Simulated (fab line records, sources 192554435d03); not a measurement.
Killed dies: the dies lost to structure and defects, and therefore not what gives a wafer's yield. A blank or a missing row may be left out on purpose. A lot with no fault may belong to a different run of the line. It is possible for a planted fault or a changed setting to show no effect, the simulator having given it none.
Comparing a struck lot with a sound one + flow n5_finfet + 16 steps out of a route of 1938
Sound: the wafers L986.1, L986.2, L986.4. Struck: wafer L105.1. (L105.6 of the same lot was not struck and is left out.) The cause comes at the end.
Order at every step that has rows: each side's tool, ch and its chambers, its first start. Under that, the readings that differ: sound wafers + struck wafers + difference of the means + sigmas: that difference in standard deviations of wafers without a fault.
alike: readings with means less than 2 such deviations apart, plus words and numbers identical on both sides. not compared: withheld readings, readings lacking a value on some wafer, bounds such as >300 that could conceal the same value, and numbers that have no deviation in the record and whose values overlap.
Wherever a step has rows on one side only, a row that says differs or no value, or a row with sigmas, the two part there. Numbers that have no deviation but don't overlap get no sigmas and don't part them. A reading that every wafer of one side lacks parts them only if that side has two wafers or more.

N5_BEOL_M1_SPUTTER_92: material Cu, target thk 4.5 nm, time 8.29 s.
  sound on pvd_sputter-03 at day 6 14:36; struck on pvd_sputter-02 at day 11 08:01
  alike: susceptor_temp_C, throttle_valve_pct
then, 1 step without rows for these wafers: N5_BEOL_M1_ANNEAL_93 (time 240 s).
N5_BEOL_M1_SPUTTER_94: material Cu, target thk 4.5 nm, time 8.29 s.
  sound on pvd_sputter-03 at day 6 14:49; struck on pvd_sputter-02 at day 11 08:14
  alike: susceptor_temp_C, throttle_valve_pct
N5_BEOL_M1_ANNEAL_95: time 240 s.
  sound on pvd_sputter-03 at day 6 14:54; struck on pvd_sputter-02 at day 11 08:19
| reading            | sound       | struck | difference | sigmas |
|--------------------|-------------|--------|------------|--------|
| heater_power_w (W) | 718 867 931 | 728    | -111       | -2     |
  alike: susceptor_temp_C, susceptor_temp_C_max
then, 3 steps without rows for these wafers: N5_BEOL_M1_SPUTTER_96 (material Cu, target thk 4.5 nm, time 8.29 s); N5_BEOL_M1_ECD_50 (material Cu, target thk 300 nm); N5_BEOL_M1_ANNEAL_51 (time 90 s).
N5_BEOL_M1_CMP_52: polishes, stops on SiOC, t overpolish 6.8 s, target thk 40 nm.
  sound on cmp-02 ch 0,1,2, day 6 15:32; struck on cmp-03 ch 0, day 11 09:04
  alike: barrier_field_endpoint_s, motor_current_A, overpolish_run_s, time_to_endpoint_s
N5_BEOL_M1_THK_MEAS_53: measures by xrf.
  sound on film_metro-02 at day 6 15:50; struck on film_metro-02 at day 11 09:15
  alike: M1_THK
then, 1 step without rows for these wafers: N5_BEOL_M1_PRE_CLEAN_60 (time 15 s).
N5_BEOL_M1_CO_CAP_55: material Co, precursor CCTBA/H2, target thk 2 nm, time 102.1 s.
  sound on cvd_co-01 ch 1,2, day 6 16:02; struck on cvd_co-01 ch 0, day 11 09:20
| reading            | sound       | struck | difference | sigmas |
|--------------------|-------------|--------|------------|--------|
| heater_power_w (W) | 244 266 267 | 210    | -49        | -2     |
  alike: heater_power_outer_w, susceptor_temp_C
then, 1 step without rows for these wafers: N5_BEOL_M1_PRE_CLEAN_56 (time 15 s).
N5_BEOL_M1_DEP_57: deposits SiCN from 3MS/NH3, target thk 8 nm, time 14 s.
  sound on pecvd-02 ch 0,1,2, day 6 16:12; struck on pecvd-04 ch 0, day 11 09:27
| reading                                  | sound   | struck | difference | sigmas |
|------------------------------------------|---------|--------|------------|--------|
| model.SiCN_of_BEOL_M1_DEP_57.thk_nm (nm) | 8 8 7.8 | 4.4    | -3.5       |        |
  alike: showerhead_plenum_p_Torr, throttle_valve_pct
N5_BEOL_M1_RS_MEAS_58: a four-point-probe measurement.
  sound on film_metro-01 at day 6 16:16; struck on film_metro-01 at day 11 09:31
  alike: M1_RS
N5_BEOL_M4_RC_MEAS_101:
  sound on prober-02 ch 0, day 7 21:18; struck on prober-02 ch 0, day 12 16:51
  alike: DIBL_N, DIBL_P, IOFF_N, IOFF_P, ION_N, ION_P, SS_N, SS_P, VT_N, VT_P
-- record jumps: 4 days separate the struck wafers' starts on either side; left off in module BEOL_M4, taken up again in module PASSIVATION, whose first shown step is the route's number 1936 --
N5_PASSIVATION_PROBE_49:
  rows exist in the record for the struck wafers here (prober-01, day 16 16:49), but not for the sound ones

== WHERE THEY PART ==
First at N5_BEOL_M1_ANNEAL_95; last, within this record, at N5_PASSIVATION_PROBE_49.

WHY: whatever the simulator had introduced
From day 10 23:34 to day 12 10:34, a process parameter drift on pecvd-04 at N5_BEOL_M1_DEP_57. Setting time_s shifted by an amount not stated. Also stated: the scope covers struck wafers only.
